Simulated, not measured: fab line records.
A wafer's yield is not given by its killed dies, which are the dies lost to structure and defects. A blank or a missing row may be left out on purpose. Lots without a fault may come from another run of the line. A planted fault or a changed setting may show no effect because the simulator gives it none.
Matching of chambers || flow n5 finfet || 3 sister chambers for N5_BEOL_M10_CURE_71 on uv cure-03
The step cures SiCOH lowk, time 240 s. 6 wafers are shown with their chamber, then 9 later ones without.

WAFERS PAIRED WITH THEIR CHAMBERS
{"wafer": "L075.3", "chamber": 1, "wafer_temp_C_max": 385.7, "lamp power pct (%)": 52.29}
{"wafer": "L075.6", "chamber": 1, "wafer_temp_C_max": 386.0, "lamp power pct (%)": 52.32}
{"wafer": "L087.4", "chamber": 0, "wafer_temp_C_max": 386.5, "lamp power pct (%)": 52.31}
{"wafer": "L087.5", "chamber": 0, "wafer_temp_C_max": 386.7, "lamp power pct (%)": 52.38}
{"wafer": "L089.2", "chamber": 2, "wafer_temp_C_max": 387.2, "lamp power pct (%)": 52.36}
{"wafer": "L089.4", "chamber": 2, "wafer_temp_C_max": 386.9, "lamp power pct (%)": 52.32}

WAFERS MISSING THEIR CHAMBER
{"wafer": "L091.1", "wafer_temp_C_max": 386.6, "lamp power pct (%)": 52.34}
{"wafer": "L091.2", "wafer_temp_C_max": 385.9, "lamp power pct (%)": 52.30}
{"wafer": "L091.4", "wafer_temp_C_max": 387.3, "lamp power pct (%)": 52.27}
{"wafer": "L096.1", "wafer_temp_C_max": 386.6, "lamp power pct (%)": 52.37}
{"wafer": "L096.3", "wafer_temp_C_max": 387.1, "lamp power pct (%)": 52.28}
{"wafer": "L096.4", "wafer_temp_C_max": 386.1, "lamp power pct (%)": 52.40}
{"wafer": "L096.2", "wafer_temp_C_max": 386.6, "lamp power pct (%)": 52.38}
{"wafer": "L096.5", "wafer_temp_C_max": 386.3, "lamp power pct (%)": 52.29}
{"wafer": "L096.6", "wafer_temp_C_max": 386.4, "lamp power pct (%)": 52.28}

THE CHAMBER EACH PASSED THROUGH
{"wafer": "L091.1", "from the rows above": 0, "in truth": 0}
{"wafer": "L091.2", "from the rows above": 1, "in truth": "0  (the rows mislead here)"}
{"wafer": "L091.4", "from the rows above": "can't be placed: 2 or 0", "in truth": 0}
{"wafer": "L096.1", "from the rows above": "can't be placed: 0 or 2", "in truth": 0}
{"wafer": "L096.3", "from the rows above": "can't be placed: 2 or 0", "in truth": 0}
{"wafer": "L096.4", "from the rows above": "can't be placed: 1 or 0", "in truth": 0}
{"wafer": "L096.2", "from the rows above": "can't be placed: 0 or 2", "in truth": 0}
{"wafer": "L096.5", "from the rows above": "can't be placed: 0 or 1 or 2", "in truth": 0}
{"wafer": "L096.6", "from the rows above": "can't be placed: 0 or 1 or 2", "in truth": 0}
Correct placement for 1 of the 9. Cannot be placed on the basis of these rows: 7; the candidates contain the true chamber in 7. Number placed wrongly: 1.
How it was worked out, from the rows above alone: a wafer's distance from a chamber is the root of the sum, over the readings, of the square of ((its reading less the chamber's mean) divided by the reading's scatter). The wafer belongs to the nearest chamber; if the next one is less than 2 further off, it can't be placed. A chamber's mean is the mean of its shown wafers. The scatter: take each reading less its chamber's mean, square it, sum over the shown wafers, divide by the number of wafers less the number of chambers, and take the root.
